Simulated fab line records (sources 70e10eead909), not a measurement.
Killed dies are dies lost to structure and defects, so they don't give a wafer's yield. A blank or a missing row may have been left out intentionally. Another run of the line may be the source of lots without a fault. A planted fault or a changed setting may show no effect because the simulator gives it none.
Chamber matching -- flow nand-harc -- NHARC_P_GATE_ETCH_104 on rie-diel-04: 4 sister chambers
The step etches the open film in CF4/CHF3, target depth 60 nm. 8 wafers are shown with their chamber, then 7 later ones without.

## WAFERS, EACH WITH ITS CHAMBER
wafer,chamber,drypump-motor-current-A (A),rf-vpp-V (V)
L078.1,2,5.3,367.9
L078.5,3,5.4,367.8
L083.2,2,5.3,368.5
L083.5,0,5.8,374.0
L085.1,3,5.4,369.1
L085.6,1,5.5,368.5
L090.1,1,5.6,367.4
L090.3,0,5.8,373.3

## WAFERS MISSING THEIR CHAMBER
wafer,drypump-motor-current-A (A),rf-vpp-V (V)
L090.5,5.3,369.3
L093.1,5.4,369.0
L093.4,5.3,366.5
L093.6,5.3,368.8
L095.1,5.8,372.6
L095.4,5.3,368.6
L095.5,5.3,368.8

## THE CHAMBER EACH PASSED THROUGH
wafer,from the rows above,in truth
L090.5,can't be placed: 2 or 3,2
L093.1,3,3
L093.4,can't be placed: 2 or 3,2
L093.6,can't be placed: 2 or 3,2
L095.1,0,0
L095.4,2,2
L095.5,can't be placed: 2 or 3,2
Correctly placed: 3 of 7. From these rows, 4 cannot be placed; in 4 the true chamber is one of the candidates. 0 placed wrongly.
How it was worked out, from the rows above alone: a wafer's distance from a chamber is the root of the sum, over the readings, of the square of ((its reading less the chamber's mean) divided by the reading's scatter). The wafer belongs to the nearest chamber; if the next one is less than 2 further off, it can't be placed. A chamber's mean is the mean of its shown wafers. The scatter is the square root of a quotient: the sum, over the shown wafers, of each reading's squared deviation from its chamber's mean, divided by wafers minus chambers.
